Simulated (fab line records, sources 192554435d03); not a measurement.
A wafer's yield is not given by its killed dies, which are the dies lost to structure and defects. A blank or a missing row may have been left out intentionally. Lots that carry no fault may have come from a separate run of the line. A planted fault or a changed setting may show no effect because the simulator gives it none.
Matching of chambers    flow n5-finfet    4 sister chambers for N5_BEOL_M1_ALD_84 on ald-metal-02
The step deposits TaN, pulse time 2 s, purge time 3 s, co reactant purge time 2 s. 4 wafers are shown with their chamber, then 7 later ones without.

== EACH WAFER AND ITS CHAMBER ==
wafer   chamber  heater-power-w (W)
L080.1  2        356
L085.2  0        472
L092.1  3        357
L092.3  1        463

== WAFERS WITH NO CHAMBER GIVEN ==
wafer   heater-power-w (W)
L092.4  444
L095.3  462
L095.5  456
L095.6  351
L097.1  367
L097.5  470
L097.6  460

== EACH ONE'S CHAMBER ==
wafer   from the rows above      in truth
L092.4  can't be placed: 1 or 0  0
L095.3  can't be placed: 1 or 0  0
L095.5  can't be placed: 1 or 0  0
L095.6  can't be placed: 2 or 3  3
L097.1  can't be placed: 3 or 2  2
L097.5  can't be placed: 0 or 1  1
L097.6  can't be placed: 1 or 0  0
Placed correctly: 0 of 7. Unplaceable from these rows: 7, with the true chamber sitting among the candidates in 7. Placed wrongly: 0.
How it was worked out, from the rows above alone: a wafer's distance from a chamber is the root of the sum, over the readings, of the square of ((its reading less the chamber's mean) divided by the reading's scatter). If the next closest chamber is less than 2 further off than the closest, the wafer can't be placed; otherwise it belongs to the closest. Each chamber's mean is taken over the wafers shown for it. The scatter: root of mean squared gap, hidden wafer to nearest shown wafer, with one shown wafer a chamber.
